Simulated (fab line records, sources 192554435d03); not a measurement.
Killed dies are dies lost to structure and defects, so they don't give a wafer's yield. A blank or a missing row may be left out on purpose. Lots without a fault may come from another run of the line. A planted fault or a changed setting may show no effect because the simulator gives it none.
Chamber matching | flow n5_finfet | N5_BEOL_M2_STRIP_66 on rie_diel-06: 4 sister chambers
The step strips in CF4. 16 wafers are shown with their chamber, then 8 later ones without.

WAFERS WITH THEIR CHAMBER
wafer  | chamber | drypump_motor_current_A (A) | showerhead_plenum_p_Torr (Torr) | throttle_valve_pct (%)
L077.2 | 2       | 6.4                         | 1.92                            | 13.34
L077.3 | 1       | 5.6                         | 1.82                            | 13.92
L077.5 | 3       | 5.7                         | 1.77                            | 13.68
L082.1 | 2       | 6.4                         | 1.92                            | 13.37
L082.2 | 0       | 4.8                         | 1.77                            | 13.40
L082.3 | 1       | 5.6                         | 1.82                            | 13.94
L084.2 | 2       | 6.4                         | 1.91                            | 13.39
L084.3 | 1       | 5.5                         | 1.81                            | 13.96
L084.4 | 0       | 4.8                         | 1.76                            | 13.43
L086.2 | 1       | 5.5                         | 1.81                            | 13.94
L086.4 | 0       | 4.8                         | 1.76                            | 13.43
L086.5 | 2       | 6.4                         | 1.91                            | 13.39
L087.2 | 3       | 5.7                         | 1.77                            | 13.12
L087.3 | 2       | 6.4                         | 1.91                            | 13.40
L087.6 | 3       | 5.7                         | 1.77                            | 13.13
L090.3 | 3       | 5.6                         | 1.77                            | 13.15

SIGNATURES (means of the wafers above)
reading                  | chamber 0 | chamber 1 | chamber 2 | chamber 3 | scatter within a chamber
drypump_motor_current_A  | 4.800     | 5.550     | 6.400     | 5.675     | 0.0382
showerhead_plenum_p_Torr | 1.7633    | 1.8150    | 1.9140    | 1.7700    | 0.00489
throttle_valve_pct       | 13.4200   | 13.9400   | 13.3780   | 13.2700   | 0.138
Rule: a wafer's distance from a chamber is the root of the sum, over the readings, of the square of ((its reading less the chamber's mean) divided by the reading's scatter). The wafer belongs to the nearest chamber; if the next one is less than 2 further off, it can't be placed. The scatter: the root of (the sum of the squares of (reading less its chamber's mean) over the shown wafers, divided by (wafers less chambers)).

WAFERS WITHOUT THEIR CHAMBER
wafer  | drypump_motor_current_A (A) | showerhead_plenum_p_Torr (Torr) | throttle_valve_pct (%)
L090.4 | 5.6                         | 1.77                            | 13.16
L090.6 | 4.8                         | 1.76                            | 13.46
L093.1 | 5.7                         | 1.76                            | 13.17
L093.2 | 6.4                         | 1.91                            | 13.44
L093.6 | 6.4                         | 1.91                            | 13.42
L096.1 | 5.7                         | 1.76                            | 13.20
L096.2 | 5.5                         | 1.81                            | 13.37
L096.5 | 5.6                         | 1.81                            | 13.35

WHICH CHAMBER EACH WENT THROUGH
wafer  | from the rows above | in truth
L090.4 | 3                   | 3
L090.6 | 0                   | 0
L093.1 | 3                   | 3
L093.2 | 2                   | 2
L093.6 | 2                   | 2
L096.1 | 3                   | 3
L096.2 | 1                   | 1
L096.5 | 1                   | 1
Placed correctly: 8 of 8. Can't be placed from these rows: 0. Placed wrongly: 0.
